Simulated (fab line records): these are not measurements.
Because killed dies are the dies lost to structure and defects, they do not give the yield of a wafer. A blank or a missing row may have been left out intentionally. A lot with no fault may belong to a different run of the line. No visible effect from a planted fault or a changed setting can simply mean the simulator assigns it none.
One fault seen from 3 desks | flow nand harc | each desk holds nothing but its own numbers, with what lay behind them at the end

THE DEFECT DESK
Per lot, the means of the sampled wafers with a number show what the inspections along the route counted. A lot is out of limits, marked OUT, if its mean lies more than 4 standard deviations from the usual mean; the brackets give that distance.
Columns: A = raw defect count at NHARC_A_M1_INSPECT_11, usual 89
lot  | first seen here | A
L963 | day 23 12:55    | 150
L966 | day 26 04:20    | 66
L982 | day 31 07:47    | 81
L984 | day 32 11:34    | 62
L986 | day 33 04:01    | 99
This desk's finding: nothing out of limits on any of the 5 lots.

AT THE TOOL OWNER'S DESK: rie diel-05
The tool's own readings at NHARC_A_M1_ETCH_15 (etches the open film in C4F8/Ar, target depth 182.5 nm, time 91.2 s): means of the sampled wafers that have a number, for each lot that ran on this tool. A lot is out of limits, marked OUT, if its mean lies more than 4 standard deviations from the usual mean; the brackets give that distance.
Columns: A = oes product au at NHARC_A_M1_ETCH_15, usual 0.953 a.u.; B = rf vpp V at NHARC_A_M1_ETCH_15, usual 441.2 V
lot  | first seen here | A     | B
L963 | day 23 13:09    | 0.918 | 441.7
L966 | day 26 04:34    | 0.906 | 442.7
L984 | day 32 11:49    | 0.935 | 441.9
This desk's finding: nothing out of limits on any of the 3 lots.

AT THE METROLOGY DESK
What the gauges read for every lot (on any tool): the sampled wafers with a number, averaged. A lot is out of limits, marked OUT, if its mean lies more than 4 standard deviations from the usual mean; the brackets give that distance.
Columns: A = cd nm at NHARC_A_M1_CD_MEAS_09, usual 120.1 nm; B = overlay x nm at NHARC_A_M1_OVL_MEAS_10, usual -0.2 nm; C = overlay y nm at NHARC_A_M1_OVL_MEAS_10, usual 0.0 nm; D = cd nm at NHARC_A_M1_CD_MEAS_16, usual 119.9 nm
lot  | first seen here | A     | B    | C    | D
L963 | day 23 12:47    | 120.4 | -0.3 | -0.2 | 120.3
L966 | day 26 04:13    | 120.1 | -1.2 | -0.9 | 120.1
L982 | day 31 07:40    | 120.0 | 0.2  | -0.9 | 119.3
L984 | day 32 11:27    | 120.1 | -1.2 | 0.9  | 119.5
L986 | day 33 03:53    | 120.0 | 0.3  | -0.4 | 119.6
This desk's finding: nothing out of limits on any of the 5 lots.

TAKEN TOGETHER
The defect desk saw nothing out of limits.
The desk of the tool owner found nothing out of limits.
Metrology desk: nothing out of limits seen.

WHAT THE SIMULATOR PUT IN
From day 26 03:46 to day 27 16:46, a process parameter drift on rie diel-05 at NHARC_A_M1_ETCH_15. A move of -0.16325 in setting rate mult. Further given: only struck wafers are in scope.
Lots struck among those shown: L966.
